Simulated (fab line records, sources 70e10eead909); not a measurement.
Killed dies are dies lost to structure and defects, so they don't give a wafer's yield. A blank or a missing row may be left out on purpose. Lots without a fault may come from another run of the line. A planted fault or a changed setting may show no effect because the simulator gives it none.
fab line records | flow nand_harc
record lots=14 wafers=42 last_day=33
route steps=1302 shown A_STAIRCASE@754 HYBRID_BOND@1242 THIN_TSV@1246 END@1302
lots that met no fault: from a run of the same line without faults
start_h: hours from the record's first day to the start of the lot's first wafer shown | wait_h: hours since the lot's step before | " the same as in the row above | L1.1+2: a row that stands for several wafers | - no value, or no start given | * or withheld: withheld | < > ~ a bound
route shown NAME@n: a module of which the file shows steps, and the number in the route of the first | usual: mean/standard deviation of fault-free wafers | same: alike in all rows | chamber/n: place in a boat | sites: the reading at each site | _std_site: their standard deviation | _edge_site: outer sites' mean less inner sites' | radius_mm: how far each site lies from the wafer's centre | mask NAME#n: copy n | behind: the tool/chamber that last shaped the wafer | hold: why the lot was held/for how many hours/how that ended | device: the transistor (n, p or np) that didn't switch | end of line: the same wafers' tests at the end of the route | a step without rows: its recipe alone | killed: dies lost to structure and defects at the first sort, not the wafer's yield | map: a wafer's dies, x killed, . not, _ none there
set.NAME: the setting as run; set.NAME@STEP: as run at that earlier step | model.NAME: the simulator's own value behind a step, which no gauge read
steps of the route over a sample of lots; a table a step, a row a wafer
services: from which hour (start_h, from the record's first day; less than 0 if before it) a tool's chamber was out of use, for how many hours, and why
## steps
# step NHARC_A_STAIRCASE_PRECLEAN_240
# recipe time_s=* temp_c=50 bath_age_min=0 chemistry=SC1
# columns lot.wafer tool chamber start_h wait_h
L345.1+3+5 wet_bench-05 5,6,7 359.74 -
L346.4+3+2 wet_bench-05 5,7,0 384.24 -
L347.4+1+3 wet_bench-05 6,0,1 393.02 -
L348.2+1+6 wet_bench-06 0,1,2 415.31 -
L351.4+5+1 wet_bench-06 6,7,2 417.98 -
L350.6+5+3 wet_bench-05 7,0,1 426.79 -
L352.6+3+2 wet_bench-03 0,1,2 440.83 -
L353.4+1+5 wet_bench-03 0,1,2 446.03 -
L354.3+1+5 wet_bench-06 0,4,5 460.47 -
L356.6+3+2 wet_bench-06 2,4,6 474.32 -
L355.1+5+3 wet_bench-03 3,4,5 474.50 -
L357.4+3+1 wet_bench-06 6,0,2 492.87 -
L365.1+4+5 wet_bench-03 7,3,4 552.43 -
L366.5+3+1 wet_bench-03 5,7,2 571.89 -
# step NHARC_HYBRID_BOND_OVL_MEAS_05
# usual overlay_x_nm=0/32 overlay_y_nm=-2/33
# columns lot.wafer tool chamber start_h wait_h overlay_x_nm overlay_y_nm
L345.1 overlay-01 - 553.59 0.4 -40 -14
L345.3 " - " " -29 59
L345.5 " - " " -5 -25
L347.1 overlay-02 - 553.59 0.4 6 8
L347.3 " - " " -40 -8
L347.4 " - " " 37 -86
L346.2 overlay-02 - 558.58 0.4 39 4
L346.3 " - " " 50 49
L346.4 " - " " -16 33
L348.1 overlay-02 - 593.03 0.4 11 -4
L348.2 " - " " 66 -11
L348.6 " - " " 33 87
L351.1 overlay-01 - 600.85 0.4 21 3
L351.4 " - " " 18 -9
L351.5 " - " " 3 -31
L350.3 overlay-01 - 619.78 0.4 -11 23
L350.5 " - " " 11 -21
L350.6 " - " " 11 -47
L353.1 overlay-02 - 619.78 0.4 30 12
L353.4 " - " " -63 9
L353.5 " - " " -26 -83
L352.2 overlay-01 - 623.21 0.4 -32 -75
L352.3 " - " " 30 36
L352.6 " - " " -13 31
L354.1 overlay-01 - 632.49 0.4 8 10
L354.3 " - " " -52 -5
L354.5 " - " " -13 27
L355.1 overlay-02 - 646.76 0.4 6 -6
L355.3 " - " " 10 31
L355.5 " - " " -20 13
L357.1 overlay-01 - 670.72 0.4 -51 4
L357.3 " - " " 25 26
L357.4 " - " " -20 -25
L356.2 overlay-02 - 670.72 0.4 -31 43
L356.3 " - " " -14 24
L356.6 " - " " 7 -32
L365.1 overlay-02 - 744.62 0.4 39 -9
L365.4 " - " " -50 26
L365.5 " - " " -35 66
L366.1 overlay-02 - 766.31 0.4 28 48
L366.3 " - " " 14 -44
L366.5 " - " " -41 -27
# step NHARC_THIN_TSV_THK_MEAS_02
# recipe thk_meas_gauge=ir
# usual thk_nm=3004/250
# columns lot.wafer tool chamber start_h wait_h thk_nm
L345.1 film_metro-01 - 555.28 - 3201
L345.3 " - " " 3133
L345.5 " - " " 3046
L347.1 film_metro-02 - 556.47 - 2905
L347.3 " - " " 3176
L347.4 " - " " 2915
L346.2 film_metro-01 - 560.27 - 2846
L346.3 " - " " 3184
L346.4 " - " " 3176
L348.1 film_metro-01 - 594.74 - 2690
L348.2 " - " " 2605
L348.6 " - " " 2924
L351.1 film_metro-01 - 602.55 - 3465
L351.4 " - " " 3255
L351.5 " - " " 3319
L350.3 film_metro-02 - 622.66 - 2707
L350.5 " - " " 2843
L350.6 " - " " 2916
L353.1 film_metro-02 - 623.86 0.2 2803
L353.4 " - " " 2736
L353.5 " - " " 2900
L352.2 film_metro-01 - 625.06 - 2548
L352.3 " - " " 2626
L352.6 " - " " 3223
L354.1 film_metro-01 - 634.18 0.2 2325
L354.3 " - " " 2893
L354.5 " - " " 2875
L355.1 film_metro-01 - 648.45 - 3188
L355.3 " - " " 3067
L355.5 " - " " 2527
L356.2 film_metro-02 - 672.43 - 3196
L356.3 " - " " 3275
L356.6 " - " " 2862
L357.1 film_metro-02 - 673.64 - 3205
L357.3 " - " " 2881
L357.4 " - " " 2940
L365.1 film_metro-02 - 747.48 0.2 2687
L365.4 " - " " 2846
L365.5 " - " " 3131
L366.1 film_metro-01 - 769.22 - 3013
L366.3 " - " " 2942
L366.5 " - " " 3174
# step NHARC_THIN_TSV_CD_MEAS_16
# usual cd_nm=1001/3.3
# columns lot.wafer tool chamber start_h wait_h cd_nm
L345.1 cd_sem-02 - 557.30 0.1 1002
L345.3 " - " " 999
L345.5 " - " " 1003
L347.1 cd_sem-01 - 558.48 0.1 1004
L347.3 " - " " 1001
L347.4 " - " " 1003
L346.2 cd_sem-01 - 562.28 0.1 995
L346.3 " - " " 995
L346.4 " - " " 996
L348.1 cd_sem-02 - 596.75 0.1 997
L348.2 " - " " 999
L348.6 " - " " 993
L351.1 cd_sem-02 - 604.56 0.1 1002
L351.4 " - " " 999
L351.5 " - " " 1000
L350.3 cd_sem-03 - 624.55 0.1 1002
L350.5 " - " " 1003
L350.6 " - " " 1002
L353.1 cd_sem-02 - 625.74 0.1 1006
L353.4 " - " " 1004
L353.5 " - " " 1003
L352.2 cd_sem-02 - 627.21 0.1 997
L352.3 " - " " 995
L352.6 " - " " 992
L354.1 cd_sem-01 - 636.19 0.1 1001
L354.3 " - " " 998
L354.5 " - " " 1000
L355.1 cd_sem-01 - 650.34 0.1 998
L355.3 " - " " 1001
L355.5 " - " " 996
L356.2 cd_sem-02 - 674.44 0.1 1004
L356.3 " - " " 1002
L356.6 " - " " 1001
L357.1 cd_sem-03 - 675.71 0.1 1006
L357.3 " - " " 1004
L357.4 " - " " 1003
L365.1 cd_sem-02 - 749.49 0.1 998
L365.4 " - " " 999
L365.5 " - " " 1001
L366.1 cd_sem-01 - 771.38 0.1 998
L366.3 " - " " 997
L366.5 " - " " 1001
# step NHARC_END_SORT_01
# recipe temp_c=25
# usual killed_at_array=64/20 killed_at_other=0.7/1.1 killed_at_periphery=3.6/2.7 killed_dies=68/20 killed_open=2.8/1.9 killed_short=2.3/1.5
# same gross_dies=677
# columns lot.wafer tool chamber start_h wait_h killed_at_array killed_at_other killed_at_periphery killed_dies killed_open killed_short
L345.1 prober-01 0 571.61 2.5 59 0 4 63 0 2
L345.3 prober-01 0 573.20 3.1 50 0 3 53 1 1
L345.5 prober-01 0 574.78 3.7 40 0 1 41 1 0
L348.1 prober-02 0 610.81 2.5 54 0 2 56 2 1
L348.2 prober-02 0 611.63 2.8 47 0 4 51 4 1
L348.6 prober-02 0 614.87 4.1 60 0 4 64 0 6
L357.1 prober-02 0 688.77 2.5 55 0 2 57 3 2
L357.3 prober-02 0 690.39 3.1 73 0 2 75 0 1
L357.4 prober-02 0 691.20 3.4 67 1 2 70 3 1
L365.1 prober-02 0 767.82 2.5 100 0 2 102 2 0
L365.4 prober-02 0 770.21 3.4 144 0 2 146 3 4
L365.5 prober-02 0 771.01 3.7 110 0 2 112 0 2
L366.1 prober-02 0 784.91 2.5 101 0 4 105 1 1
L366.3 prober-02 0 786.52 3.1 99 0 1 100 2 2
L366.5 prober-02 0 788.14 3.7 143 0 1 144 2 2
# killed by level:class
L345.1 A_CHANNEL_HOLE_D2:chamber_film_flake=34 A_CONTACT:chamber_film_flake=8 A_BLC:chamber_film_flake=6 A_CHANNEL_HOLE_D1:chamber_film_flake=4 P_ZERO_WELL:chamber_film_flake=3 A_STAIRCASE:chamber_film_flake=3 A_CHANNEL_FILL_D1:chamber_film_flake=2 P_M0:geometric_particle:short=1
L345.3 A_CHANNEL_HOLE_D2:chamber_film_flake=29 A_CONTACT:chamber_film_flake=9 A_CHANNEL_HOLE_D1:chamber_film_flake=3 A_BLC:chamber_film_flake=3 P_ZERO_WELL:chamber_film_flake=2 A_SLIT:chamber_film_flake=2 P_M0:geometric_particle:open=1 A_ONON_D1:geometric_particle:short=1
L345.5 A_CHANNEL_HOLE_D2:chamber_film_flake=24 A_CONTACT:chamber_film_flake=6 A_CHANNEL_HOLE_D1:chamber_film_flake=4 A_BLC:chamber_film_flake=4 A_DECK1_JOINT:geometric_particle:open=1 P_ZERO_WELL:chamber_film_flake=1 A_CHANNEL_FILL_D2:chamber_film_flake=1
L348.1 A_CHANNEL_HOLE_D2:chamber_film_flake=37 A_STAIRCASE:chamber_film_flake=4 A_CONTACT:chamber_film_flake=4 A_M1:chamber_film_flake=3 A_CHANNEL_HOLE_D1:chamber_film_flake=2 A_SGD_CUT:chamber_film_flake=2 P_CONTACT:geometric_particle:open=1 A_ONON_D2:geometric_particle:short=1
L348.2 A_CHANNEL_HOLE_D2:chamber_film_flake=33 A_SGD_CUT:chamber_film_flake=4 A_STAIRCASE:chamber_film_flake=3 P_ZERO_WELL:chamber_film_flake=2 A_CHANNEL_HOLE_D1:chamber_film_flake=2 P_CONTACT:geometric_particle:open=1 P_M0:geometric_particle:open=1 A_ONON_D1:geometric_particle:open=1
L348.6 A_CHANNEL_HOLE_D2:chamber_film_flake=37 A_SGD_CUT:chamber_film_flake=7 A_STAIRCASE:chamber_film_flake=5 A_M1:chamber_film_flake=3 P_ZERO_WELL:chamber_film_flake=2 A_CONTACT:chamber_film_flake=2 P_BONDPAD:geometric_particle:short=1 A_ONON_D1:geometric_particle:short=1
L357.1 A_SLIT:chamber_film_flake=26 A_CHANNEL_HOLE_D2:chamber_film_flake=15 A_STAIRCASE:chamber_film_flake=3 A_CONTACT:chamber_film_flake=2 A_CHANNEL_HOLE_D1:chamber_film_flake=2 A_ONON_D1:geometric_particle:short=1 A_CHANNEL_HOLE_D1:geometric_particle:short=1 A_ONON_D2:geometric_particle:open=1
L357.3 A_SLIT:chamber_film_flake=36 A_CHANNEL_HOLE_D2:chamber_film_flake=21 A_CHANNEL_HOLE_D1:chamber_film_flake=9 A_STAIRCASE:chamber_film_flake=3 A_CHANNEL_FILL_D2:geometric_particle:short=1 P_ZERO_WELL:chamber_film_flake=1 P_GATE:chamber_film_flake=1 A_DECK1_JOINT:chamber_film_flake=1
L357.4 A_SLIT:chamber_film_flake=26 A_CHANNEL_HOLE_D2:chamber_film_flake=20 A_CHANNEL_HOLE_D1:chamber_film_flake=6 A_STAIRCASE:chamber_film_flake=6 A_M1:chamber_film_flake=3 P_BONDPAD:chamber_film_flake=2 A_DECK1_JOINT:geometric_particle:short=1 A_WL_FILL:geometric_particle:open=1
L365.1 A_STAIRCASE:unspecified=55 A_CHANNEL_HOLE_D2:chamber_film_flake=25 A_CHANNEL_HOLE_D1:chamber_film_flake=9 A_CONTACT:chamber_film_flake=5 A_SLIT:chamber_film_flake=4 A_STAIRCASE:chamber_film_flake=2 P_GATE:geometric_particle:open=1 P_CONTACT:geometric_particle:open=1
L365.4 A_STAIRCASE:unspecified=84 A_CHANNEL_HOLE_D2:chamber_film_flake=20 A_CHANNEL_HOLE_D1:chamber_film_flake=17 A_STAIRCASE:chamber_film_flake=5 A_SLIT:chamber_film_flake=5 A_CONTACT:chamber_film_flake=4 P_GATE:chamber_film_flake=2 A_CHANNEL_FILL_D2:chamber_film_flake=2
L365.5 A_STAIRCASE:unspecified=52 A_CHANNEL_HOLE_D2:chamber_film_flake=26 A_CHANNEL_HOLE_D1:chamber_film_flake=16 A_SLIT:chamber_film_flake=6 A_STAIRCASE:chamber_film_flake=3 A_CONTACT:chamber_film_flake=3 A_CHANNEL_HOLE_D1:geometric_particle:short=1 A_WL_FILL:geometric_particle:short=1
L366.1 A_STAIRCASE:unspecified=58 A_CHANNEL_HOLE_D1:chamber_film_flake=16 A_STAIRCASE:chamber_film_flake=10 A_SLIT:chamber_film_flake=8 A_CONTACT:chamber_film_flake=4 P_ZERO_WELL:chamber_film_flake=3 A_WL_FILL:chamber_film_flake=2 P_GATE:geometric_particle:open=1
L366.3 A_STAIRCASE:unspecified=56 A_CHANNEL_HOLE_D1:chamber_film_flake=11 A_SLIT:chamber_film_flake=10 A_STAIRCASE:chamber_film_flake=8 A_CONTACT:chamber_film_flake=7 A_WL_FILL:chamber_film_flake=2 A_CHANNEL_HOLE_D1:geometric_particle:short=1 A_WL_FILL:geometric_particle:short=1
L366.5 A_STAIRCASE:unspecified=99 A_CHANNEL_HOLE_D1:chamber_film_flake=12 A_SLIT:chamber_film_flake=9 A_STAIRCASE:chamber_film_flake=7 A_CONTACT:chamber_film_flake=5 A_WL_FILL:chamber_film_flake=4 A_SGD_CUT:geometric_particle:open=1 A_WL_FILL:geometric_particle:short=1
## services
# columns tool chamber start_h hours kind
wet_bench-06 - 369.60 8.0 pm
wet_bench-06 0 377.60 - consumable_replace:bath
wet_bench-06 0 377.60 - consumable_replace:filter
wet_bench-06 1 377.60 - consumable_replace:bath
wet_bench-06 1 377.60 - consumable_replace:filter
wet_bench-06 2 377.60 - consumable_replace:bath
wet_bench-06 2 377.60 - consumable_replace:filter
wet_bench-06 3 377.60 - consumable_replace:bath
wet_bench-06 3 377.60 - consumable_replace:filter
wet_bench-06 4 377.60 - consumable_replace:bath
wet_bench-06 4 377.60 - consumable_replace:filter
wet_bench-06 5 377.60 - consumable_replace:bath
wet_bench-06 5 377.60 - consumable_replace:filter
wet_bench-06 6 377.60 - consumable_replace:bath
wet_bench-06 6 377.60 - consumable_replace:filter
wet_bench-06 7 377.60 - consumable_replace:bath
wet_bench-06 7 377.60 - consumable_replace:filter
wet_bench-03 - 386.40 8.0 pm
wet_bench-05 - 388.83 3.2 repair
wet_bench-05 - 436.80 8.0 pm
wet_bench-06 - 545.60 8.0 pm
wet_bench-03 - 549.06 2.4 repair
wet_bench-03 - 562.40 8.0 pm
wet_bench-05 - 569.01 12.8 repair
## key
first_sign step=NHARC_END_SORT_01 reading=killed_at_array direction=up sigmas=2.7 usual=64 struck=116
effect step=NHARC_END_SORT_01 reading=killed_dies direction=up sigmas=2.5 usual=68 struck=118
more_kills_born_at NHARC_A_STAIRCASE_PRECLEAN_240@wet_bench-03=404
met_at NHARC_A_STAIRCASE_PRECLEAN_240
struck_lots L365,L366
tester_left_out L365,L366
not_acting_at NHARC_HYBRID_BOND_OVL_MEAS_05,NHARC_THIN_TSV_THK_MEAS_02,NHARC_THIN_TSV_CD_MEAS_16
onset_between 474.50 552.43
also_fits time
fault kind=chamber_particle_source tool=wet_bench-03 chamber=- onset_h=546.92 steps=NHARC_A_STAIRCASE_PRECLEAN_240 rate_per_visit_cm2=1.3549 end_h=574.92
# tester_left_out: of these lots the tester's yield and bins aren't shown, on N5 and GAA mostly nor the transistor test; their killed dies are dies lost to structure and defects alone, not to doping, threshold or leakage, so they don't give the yield
